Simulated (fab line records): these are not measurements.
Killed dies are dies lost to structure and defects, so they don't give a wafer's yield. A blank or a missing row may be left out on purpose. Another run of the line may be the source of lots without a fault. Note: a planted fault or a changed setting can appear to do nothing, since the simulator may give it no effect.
What tool caused it? || flow nand_harc || Sampling: 15 lots, 42 wafers, 4 of 1159 route steps

== WHAT THE GAUGES READ, wafer by wafer ==
Not one reading of a measure or inspect step in the record can be checked against a usual standard deviation.

== EACH LOT AND THE TOOL THAT RAN IT (in order: tool; ch and the chambers of the sampled wafers; start) ==
{"lot": "L700", "NHARC_A_CONTACT_ETCH_114": "har_cap_etch-01 ch 0,1, day 16 02:29", "NHARC_A_CONTACT_ETCH_116": "har_cap_etch-01 ch 0,1, day 16 02:40", "NHARC_A_CONTACT_ETCH_119": "har_cap_etch-01 ch 0,1, day 16 02:56", "NHARC_A_CONTACT_ETCH_90": "rie_diel-10 ch 1,2,3, day 16 03:55"}
{"lot": "L702", "NHARC_A_CONTACT_ETCH_114": "har_cap_etch-01 ch 0,1, day 16 15:20", "NHARC_A_CONTACT_ETCH_116": "har_cap_etch-01 ch 0,1, day 16 15:31", "NHARC_A_CONTACT_ETCH_119": "har_cap_etch-01 ch 0,1, day 16 15:47", "NHARC_A_CONTACT_ETCH_90": "rie_diel-10 ch 0,1,2, day 16 16:45"}
{"lot": "L701", "NHARC_A_CONTACT_ETCH_114": "har_cap_etch-02 ch 0,1, day 16 17:35", "NHARC_A_CONTACT_ETCH_116": "har_cap_etch-02 ch 0,1, day 16 17:46", "NHARC_A_CONTACT_ETCH_119": "har_cap_etch-02 ch 0,1, day 16 18:02", "NHARC_A_CONTACT_ETCH_90": "rie_diel-10 ch 0,2, day 16 18:59"}
{"lot": "L704", "NHARC_A_CONTACT_ETCH_114": "har_cap_etch-02 ch 0,1, day 17 07:50", "NHARC_A_CONTACT_ETCH_116": "har_cap_etch-02 ch 0,1, day 17 08:01", "NHARC_A_CONTACT_ETCH_119": "har_cap_etch-02 ch 0,1, day 17 08:17", "NHARC_A_CONTACT_ETCH_90": "rie_diel-10 ch 0,1,2, day 17 09:14"}
{"lot": "L705", "NHARC_A_CONTACT_ETCH_114": "har_cap_etch-01 ch 0,1, day 17 12:20", "NHARC_A_CONTACT_ETCH_116": "har_cap_etch-01 ch 0,1, day 17 12:31", "NHARC_A_CONTACT_ETCH_119": "har_cap_etch-01 ch 0,1, day 17 12:47", "NHARC_A_CONTACT_ETCH_90": "rie_diel-10 ch 1,2, day 17 13:45"}
{"lot": "L706", "NHARC_A_CONTACT_ETCH_114": "har_cap_etch-02 ch 0,1, day 17 17:52", "NHARC_A_CONTACT_ETCH_116": "har_cap_etch-02 ch 0,1, day 17 18:03", "NHARC_A_CONTACT_ETCH_119": "har_cap_etch-02 ch 0,1, day 17 18:19", "NHARC_A_CONTACT_ETCH_90": "rie_diel-10 ch 1,2, day 17 19:18"}
{"lot": "L703", "NHARC_A_CONTACT_ETCH_114": "har_cap_etch-03 ch 0,1, day 17 21:05", "NHARC_A_CONTACT_ETCH_116": "har_cap_etch-03 ch 0,1, day 17 21:16", "NHARC_A_CONTACT_ETCH_119": "har_cap_etch-03 ch 0,1, day 17 21:32", "NHARC_A_CONTACT_ETCH_90": "rie_diel-09 ch 1,3, day 17 22:32"}
{"lot": "L708", "NHARC_A_CONTACT_ETCH_114": "har_cap_etch-02 ch 0,1, day 18 05:07", "NHARC_A_CONTACT_ETCH_116": "har_cap_etch-02 ch 0,1, day 18 05:18", "NHARC_A_CONTACT_ETCH_119": "har_cap_etch-02 ch 0,1, day 18 05:35", "NHARC_A_CONTACT_ETCH_90": "rie_diel-10 ch 1,2, day 18 06:31"}
{"lot": "L707", "NHARC_A_CONTACT_ETCH_114": "har_cap_etch-02 ch 0,1, day 18 20:17", "NHARC_A_CONTACT_ETCH_116": "har_cap_etch-02 ch 0,1, day 18 20:28", "NHARC_A_CONTACT_ETCH_119": "har_cap_etch-02 ch 0,1, day 18 20:44", "NHARC_A_CONTACT_ETCH_90": "rie_diel-10 ch 1,2, day 18 21:44"}
{"lot": "L718", "NHARC_A_CONTACT_ETCH_114": "har_cap_etch-01 ch 0,1, day 20 15:46", "NHARC_A_CONTACT_ETCH_116": "har_cap_etch-01 ch 0,1, day 20 15:56", "NHARC_A_CONTACT_ETCH_119": "har_cap_etch-01 ch 0,1, day 20 16:13", "NHARC_A_CONTACT_ETCH_90": "rie_diel-09 ch 0,3, day 20 17:10"}
{"lot": "L716", "NHARC_A_CONTACT_ETCH_114": "har_cap_etch-01 ch 0,1, day 20 20:08", "NHARC_A_CONTACT_ETCH_116": "har_cap_etch-01 ch 0,1, day 20 20:20", "NHARC_A_CONTACT_ETCH_119": "har_cap_etch-01 ch 0,1, day 20 20:36", "NHARC_A_CONTACT_ETCH_90": "rie_diel-09 ch 0,2,3, day 20 21:35"}
{"lot": "L719", "NHARC_A_CONTACT_ETCH_114": "har_cap_etch-01 ch 0,1, day 21 14:34", "NHARC_A_CONTACT_ETCH_116": "har_cap_etch-01 ch 0,1, day 21 14:44", "NHARC_A_CONTACT_ETCH_119": "har_cap_etch-01 ch 0,1, day 21 15:01", "NHARC_A_CONTACT_ETCH_90": "rie_diel-09 ch 1,2,3, day 21 15:59"}
{"lot": "L721", "NHARC_A_CONTACT_ETCH_114": "har_cap_etch-02 ch 0,1, day 21 22:37", "NHARC_A_CONTACT_ETCH_116": "har_cap_etch-02 ch 0,1, day 21 22:48", "NHARC_A_CONTACT_ETCH_119": "har_cap_etch-02 ch 0,1, day 21 23:04", "NHARC_A_CONTACT_ETCH_90": "rie_diel-10 ch 2,3, day 22 00:03"}
{"lot": "L720", "NHARC_A_CONTACT_ETCH_114": "har_cap_etch-01 ch 0,1, day 21 23:23", "NHARC_A_CONTACT_ETCH_116": "har_cap_etch-01 ch 0,1, day 21 23:35", "NHARC_A_CONTACT_ETCH_119": "har_cap_etch-01 ch 0,1, day 21 23:51", "NHARC_A_CONTACT_ETCH_90": "rie_diel-09 ch 0,1,3, day 22 00:48"}
{"lot": "L722", "NHARC_A_CONTACT_ETCH_114": "har_cap_etch-02 ch 0,1, day 22 13:04", "NHARC_A_CONTACT_ETCH_116": "har_cap_etch-02 ch 0,1, day 22 13:14", "NHARC_A_CONTACT_ETCH_119": "har_cap_etch-02 ch 0,1, day 22 13:31", "NHARC_A_CONTACT_ETCH_90": "rie_diel-02 ch 2,3, day 22 14:28"}
- NHARC_A_CONTACT_ETCH_114: etches the open film in C4F8/O2/Ar, time 94 s, target depth 922 nm.
- NHARC_A_CONTACT_ETCH_116: etches the open film in C4F8/O2/Ar, time 94 s, target depth 922 nm.
- NHARC_A_CONTACT_ETCH_119: etches the open film in C4F8/O2/Ar, time 94 s, target depth 922 nm.
- NHARC_A_CONTACT_ETCH_90: etches the open film in CH3F/O2, target depth 40 nm, time 85.7 s.

== WHAT THE TOOLS THEMSELVES READ (means of the sampled wafers that have a number; where no wafer has one, the mark that the record gives instead) ==
NHARC_A_CONTACT_ETCH_90. Usual: value, then standard deviation, for each; ch3f_flow_sccm 50.01 sccm / 0.16; drypump_motor_current_A 5.8 A / 0.42; oes_product_au 0.96 a.u. / 0.04; rf_vpp_V 244.6 V / 1.9; run_length_s 107.1 s / 0.38; showerhead_plenum_p_Torr 2.48 Torr / 0.12; throttle_valve_pct 20.664 % / 0.0089.
{"lot": "L700", "tool": "rie_diel-10", "ch3f_flow_sccm (sccm)": 49.93, "drypump_motor_current_A (A)": 6.0, "oes_product_au (a.u.)": 0.99, "rf_vpp_V (V)": 243.8, "run_length_s (s)": 106.8, "showerhead_plenum_p_Torr (Torr)": 2.46, "throttle_valve_pct (%)": 20.652, "flag": ""}
{"lot": "L702", "tool": "rie_diel-10", "ch3f_flow_sccm (sccm)": 50.10, "drypump_motor_current_A (A)": 6.0, "oes_product_au (a.u.)": 1.01, "rf_vpp_V (V)": 243.9, "run_length_s (s)": 107.4, "showerhead_plenum_p_Torr (Torr)": 2.50, "throttle_valve_pct (%)": 20.678, "flag": ""}
{"lot": "L701", "tool": "rie_diel-10", "ch3f_flow_sccm (sccm)": 49.90, "drypump_motor_current_A (A)": 6.1, "oes_product_au (a.u.)": 1.01, "rf_vpp_V (V)": 246.8, "run_length_s (s)": 107.3, "showerhead_plenum_p_Torr (Torr)": 2.61, "throttle_valve_pct (%)": 20.659, "flag": ""}
{"lot": "L704", "tool": "rie_diel-10", "ch3f_flow_sccm (sccm)": 49.89, "drypump_motor_current_A (A)": 6.0, "oes_product_au (a.u.)": 1.00, "rf_vpp_V (V)": 245.7, "run_length_s (s)": 107.1, "showerhead_plenum_p_Torr (Torr)": 2.50, "throttle_valve_pct (%)": 20.668, "flag": ""}
{"lot": "L705", "tool": "rie_diel-10", "ch3f_flow_sccm (sccm)": 50.08, "drypump_motor_current_A (A)": 6.4, "oes_product_au (a.u.)": 1.01, "rf_vpp_V (V)": 244.4, "run_length_s (s)": 107.0, "showerhead_plenum_p_Torr (Torr)": 2.49, "throttle_valve_pct (%)": 20.661, "flag": ""}
{"lot": "L706", "tool": "rie_diel-10", "ch3f_flow_sccm (sccm)": 50.11, "drypump_motor_current_A (A)": 6.3, "oes_product_au (a.u.)": 0.92, "rf_vpp_V (V)": 243.6, "run_length_s (s)": 93.4, "showerhead_plenum_p_Torr (Torr)": 2.44, "throttle_valve_pct (%)": 20.666, "flag": "OFF"}
{"lot": "L703", "tool": "rie_diel-09", "ch3f_flow_sccm (sccm)": 50.13, "drypump_motor_current_A (A)": 5.9, "oes_product_au (a.u.)": 0.93, "rf_vpp_V (V)": 246.1, "run_length_s (s)": 106.8, "showerhead_plenum_p_Torr (Torr)": 2.59, "throttle_valve_pct (%)": 20.656, "flag": ""}
{"lot": "L708", "tool": "rie_diel-10", "ch3f_flow_sccm (sccm)": 49.92, "drypump_motor_current_A (A)": 6.2, "oes_product_au (a.u.)": 0.94, "rf_vpp_V (V)": 244.8, "run_length_s (s)": 93.2, "showerhead_plenum_p_Torr (Torr)": 2.44, "throttle_valve_pct (%)": 20.668, "flag": "OFF"}
{"lot": "L707", "tool": "rie_diel-10", "ch3f_flow_sccm (sccm)": 50.02, "drypump_motor_current_A (A)": 6.2, "oes_product_au (a.u.)": 0.93, "rf_vpp_V (V)": 244.9, "run_length_s (s)": 93.2, "showerhead_plenum_p_Torr (Torr)": 2.44, "throttle_valve_pct (%)": 20.660, "flag": "OFF"}
{"lot": "L718", "tool": "rie_diel-09", "ch3f_flow_sccm (sccm)": 49.92, "drypump_motor_current_A (A)": 6.0, "oes_product_au (a.u.)": 1.02, "rf_vpp_V (V)": 243.9, "run_length_s (s)": 107.1, "showerhead_plenum_p_Torr (Torr)": 2.50, "throttle_valve_pct (%)": 20.670, "flag": ""}
{"lot": "L716", "tool": "rie_diel-09", "ch3f_flow_sccm (sccm)": 49.96, "drypump_motor_current_A (A)": 5.8, "oes_product_au (a.u.)": 0.92, "rf_vpp_V (V)": 244.4, "run_length_s (s)": 106.9, "showerhead_plenum_p_Torr (Torr)": 2.46, "throttle_valve_pct (%)": 20.666, "flag": ""}
{"lot": "L719", "tool": "rie_diel-09", "ch3f_flow_sccm (sccm)": 49.91, "drypump_motor_current_A (A)": 5.7, "oes_product_au (a.u.)": 1.00, "rf_vpp_V (V)": 244.3, "run_length_s (s)": 106.8, "showerhead_plenum_p_Torr (Torr)": 2.53, "throttle_valve_pct (%)": 20.666, "flag": ""}
{"lot": "L721", "tool": "rie_diel-10", "ch3f_flow_sccm (sccm)": 49.87, "drypump_motor_current_A (A)": 6.3, "oes_product_au (a.u.)": 1.00, "rf_vpp_V (V)": 245.9, "run_length_s (s)": 106.9, "showerhead_plenum_p_Torr (Torr)": 2.54, "throttle_valve_pct (%)": 20.667, "flag": ""}
{"lot": "L720", "tool": "rie_diel-09", "ch3f_flow_sccm (sccm)": 49.92, "drypump_motor_current_A (A)": 5.7, "oes_product_au (a.u.)": 0.93, "rf_vpp_V (V)": 245.2, "run_length_s (s)": 107.2, "showerhead_plenum_p_Torr (Torr)": 2.48, "throttle_valve_pct (%)": 20.654, "flag": ""}
{"lot": "L722", "tool": "rie_diel-02", "ch3f_flow_sccm (sccm)": 49.93, "drypump_motor_current_A (A)": 5.7, "oes_product_au (a.u.)": 0.92, "rf_vpp_V (V)": 244.0, "run_length_s (s)": 107.3, "showerhead_plenum_p_Torr (Torr)": 2.40, "throttle_valve_pct (%)": 20.660, "flag": ""}

== THE ANSWER, worked out from the rows above alone ==
Rule: lot off if the mean of its wafers having a number is beyond 3 standard deviations from the usual mean. A lot without any number at a reading at which 4 lots or more have one is off too. Where the step has rows for the other lots, those lots are counted as sound. First the gauges in route order, then the tools' own readings, where a lot's mean is used as printed above. At the first step where some lot is off, the reading lying furthest off is the one used; lots without a number count as furthest.
Off: L706, L708, L707 (NHARC_A_CONTACT_ETCH_90, run_length_s).
If a tool, at that step or one of the process steps before it, ran each lot that is off and ran no sound lot following the first of them, it fits. Not one of the candidates tried fits.

== WHAT THE SIMULATOR HAD PUT IN ==
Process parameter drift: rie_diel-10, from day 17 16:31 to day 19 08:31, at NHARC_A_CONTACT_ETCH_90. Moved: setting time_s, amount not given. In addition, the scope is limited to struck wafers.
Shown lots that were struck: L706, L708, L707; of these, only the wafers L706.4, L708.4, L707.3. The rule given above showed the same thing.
